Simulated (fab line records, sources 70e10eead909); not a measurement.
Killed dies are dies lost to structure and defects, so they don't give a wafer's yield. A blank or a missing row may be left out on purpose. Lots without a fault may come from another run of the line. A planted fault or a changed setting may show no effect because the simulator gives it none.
Chamber matching | flow nand_harc | NHARC_A_CONTACT_ALD_18 on ald_metal-02: 4 sister chambers
The step deposits TiN, target thk 3 nm, pulse time 1 s, ald cycles 150. 8 wafers are shown with their chamber, then 10 later ones without.

WAFERS WITH THEIR CHAMBER
wafer  | chamber | heater_power_w (W) | precursor_pulse_height_rel
L081.2 | 1       | 1133               | 0.988
L081.3 | 2       | 1168               | 0.960
L083.5 | 2       | 1142               | 0.997
L085.3 | 0       | 1009               | 0.995
L091.3 | 1       | 1154               | 1.023
L091.4 | 0       | 1016               | 0.992
L093.1 | 3       | 1059               | 0.968
L093.5 | 3       | 1009               | 0.967

WAFERS WITHOUT THEIR CHAMBER
wafer  | heater_power_w (W) | precursor_pulse_height_rel
L093.6 | 1151               | 1.016
L092.1 | 1137               | 0.982
L092.2 | 1075               | 1.022
L092.4 | 1179               | 0.975
L095.2 | 1177               | 1.002
L095.3 | 1054               | 1.022
L095.6 | 1151               | 0.976
L096.3 | 1154               | 0.986
L096.4 | 1008               | 1.015
L096.6 | 992                | 0.976

WHICH CHAMBER EACH WENT THROUGH
wafer  | from the rows above               | in truth
L093.6 | can't be placed: 1 or 2           | 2
L092.1 | can't be placed: 2 or 1           | 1
L092.2 | can't be placed: 0 or 1 or 3 or 2 | 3
L092.4 | can't be placed: 2 or 1           | 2
L095.2 | can't be placed: 1 or 2           | 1
L095.3 | can't be placed: 0 or 3 or 1      | 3
L095.6 | can't be placed: 2 or 1           | 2
L096.3 | can't be placed: 2 or 1           | 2
L096.4 | can't be placed: 0 or 3           | 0
L096.6 | can't be placed: 0 or 3           | 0
Placed correctly: 0 of 10. Can't be placed from these rows: 10 (the true chamber is among the candidates in 10). Placed wrongly: 0.
How it was worked out, from the rows above alone: a wafer's distance from a chamber is the root of the sum, over the readings, of the square of ((its reading less the chamber's mean) divided by the reading's scatter). The wafer belongs to the nearest chamber; if the next one is less than 2 further off, it can't be placed. A chamber's mean is the mean of its shown wafers. The scatter: the root of (the sum of the squares of (reading less its chamber's mean) over the shown wafers, divided by (wafers less chambers)).
